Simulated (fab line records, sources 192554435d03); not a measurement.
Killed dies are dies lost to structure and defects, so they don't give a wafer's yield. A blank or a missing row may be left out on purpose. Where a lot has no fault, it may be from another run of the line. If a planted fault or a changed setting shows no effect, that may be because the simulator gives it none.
Problem report, 8D (eight disciplines) form, completed by code -- flow n5 finfet -- the parts of the form that need people (team, actions taken, sign-off) are left out

1. WHAT IS WRONG
spin speed rpm at N5_DUMMY_GATE_COAT_09 reads a mean of 1584.8 rpm on 6 wafers of 2 lots; wafers without a fault read 1500.0 rpm with a standard deviation of 1.1. Measured from the usual mean, that is +77 standard deviations.
The step: resist thk 30 nm.
Earliest sighting: wafer L340.1 on litho track-05 at day 6 05:49. Wafers with a number at this step in the record: 18, from 6 lots. Rule for "out" (also "out of limits"): further than 4 standard deviations from the usual mean. Any other wafer with a number is counted as sound.

2. WHAT THIS IS AND IS NOT
question,is,is not
which readings at this step,spin speed rpm,resist line temp C
which lots,"L340, L341","L328, L330, L348, L350"
which wafers of those lots,all that have a number,-
read on which tools,litho track-05,"litho track-02, litho track-03"
when,from day 6 05:49,"up to then (6 sound wafers); but 6 sound wafers of L348, L350 came after"

3. THE SUSPECTS, EACH WITH WHAT RULES IT OUT
Counting: a tool at a process step up to the reading stays a suspect if it ran every lot that is out and no sound lot after the first of them.
- litho track-05 at N5_DUMMY_GATE_COAT_09 (resist thk 30 nm): kept. It processed each lot that is out, first L340 at day 6 05:49, and no sound lot thereafter; up to then, the last sound lot it processed was L328 at day 3 07:19. Its own readings are out on those wafers: spin speed rpm.
After counting, what remains is litho track-05 at N5_DUMMY_GATE_COAT_09.

4. THE CAUSE (what the simulator had put in)
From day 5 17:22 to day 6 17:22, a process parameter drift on litho track-05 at N5_DUMMY_GATE_COAT_09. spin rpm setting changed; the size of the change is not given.
After counting, this tool was the only one left.

5. THE CHAIN OF EFFECTS, in route order
Each row: a reading whose mean over the struck wafers that have a number lies more than 3 standard deviations from the usual. Only readings whose record carries a usual standard deviation are examined. hours: median over the lots of the time between each lot's start at the first step of this table that gives one and its start at this step. sigmas: the change, counted in usual standard deviations.
hours,step,reading,usual,on struck wafers,change,sigmas
0,N5_DUMMY_GATE_COAT_09,spin speed rpm,1500.0 rpm,1584.8,+84.8,+77
Process steps it contains:
- N5_DUMMY_GATE_COAT_09: resist thk 30 nm.
Later steps that measure or inspect, where all struck wafers having a row at the step show a number for every such reading and not one has moved that far: N5_DUMMY_GATE_CD_MEAS_15, N5_DUMMY_GATE_OVL_MEAS_16, N5_DUMMY_GATE_INSPECT_17.

6. HOW IT WOULD HAVE BEEN CAUGHT EARLIER
12 hours passed between the start of the fault at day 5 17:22 and the first reading out of limits in this record, taken at day 6 05:49.
